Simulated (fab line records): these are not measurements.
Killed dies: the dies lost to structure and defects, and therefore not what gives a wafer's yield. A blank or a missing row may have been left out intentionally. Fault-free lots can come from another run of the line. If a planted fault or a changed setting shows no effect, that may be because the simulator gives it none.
Chamber matching -- flow n5Finfet -- N5_SD_EPI_N_SD_RECESS_17 on rieSi-01 has 4 sister chambers
The step chemistry HBr/Cl2/O2, target depth 41 nm, time 23.7 s, bt time 3 s. 4 wafers are shown with their chamber, then 7 later ones without.

## WAFERS PAIRED WITH THEIR CHAMBERS
wafer,chamber,throttleValvePct (%)
L082.4,2,36.3
L082.6,3,36.8
L091.2,0,36.6
L091.3,1,37.9

## WAFERS WITH NO CHAMBER GIVEN
wafer,throttleValvePct (%)
L091.4,36.3
L092.2,36.6
L092.5,36.6
L092.6,36.9
L096.3,36.6
L096.4,37.9
L096.5,37.9

## EACH ONE'S CHAMBER
wafer,from the rows above,in truth
L091.4,2,2
L092.2,0,0
L092.5,0,0
L092.6,3,3
L096.3,0,0
L096.4,1,1
L096.5,1,1
Correctly placed: 7 of 7. Can't be placed from these rows: 0. Placed wrongly: 0.
How it was worked out, from the rows above alone: a wafer's distance from a chamber is the root of the sum, over the readings, of the square of ((its reading less the chamber's mean) divided by the reading's scatter). The wafer belongs to the nearest chamber; if the next one is less than 2 further off, it can't be placed. A chamber's mean is the mean of its shown wafers. The scatter: root of mean squared gap, hidden wafer to nearest shown wafer, with one shown wafer a chamber.
